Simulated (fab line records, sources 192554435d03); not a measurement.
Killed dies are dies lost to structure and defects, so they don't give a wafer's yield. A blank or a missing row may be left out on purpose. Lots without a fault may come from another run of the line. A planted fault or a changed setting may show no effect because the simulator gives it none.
Chamber matching | flow n5_finfet | N5_BEOL_M8_ILD_DEP_00 on pecvd-03: 3 sister chambers
The step deposits SiCOH lowk from DEMS/porogen, target thk 179.75 nm, time 33.4 s. 3 wafers are shown with their chamber, then 7 later ones without.

WAFERS WITH THEIR CHAMBER
wafer  | chamber | throttle_valve_pct (%)
L084.4 | 0       | 14.5
L085.1 | 2       | 13.0
L085.2 | 1       | 13.8

WAFERS WITHOUT THEIR CHAMBER
wafer  | throttle_valve_pct (%)
L085.3 | 14.7
L087.1 | 14.8
L087.3 | 13.5
L087.5 | 13.6
L095.1 | 13.2
L095.5 | 13.6
L095.6 | 13.0

WHICH CHAMBER EACH WENT THROUGH
wafer  | from the rows above     | in truth
L085.3 | 0                       | 0
L087.1 | 0                       | 0
L087.3 | can't be placed: 1 or 2 | 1
L087.5 | can't be placed: 1 or 2 | 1
L095.1 | can't be placed: 2 or 1 | 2
L095.5 | can't be placed: 1 or 2 | 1
L095.6 | 2                       | 2
Placed correctly: 3 of 7. Can't be placed from these rows: 4 (the true chamber is among the candidates in 4). Placed wrongly: 0.
How it was worked out, from the rows above alone: a wafer's distance from a chamber is the root of the sum, over the readings, of the square of ((its reading less the chamber's mean) divided by the reading's scatter). The wafer belongs to the nearest chamber; if the next one is less than 2 further off, it can't be placed. A chamber's mean is the mean of its shown wafers. The scatter: with one shown wafer a chamber, the root of the mean of the squares of how far each hidden wafer lies from its nearest shown one.
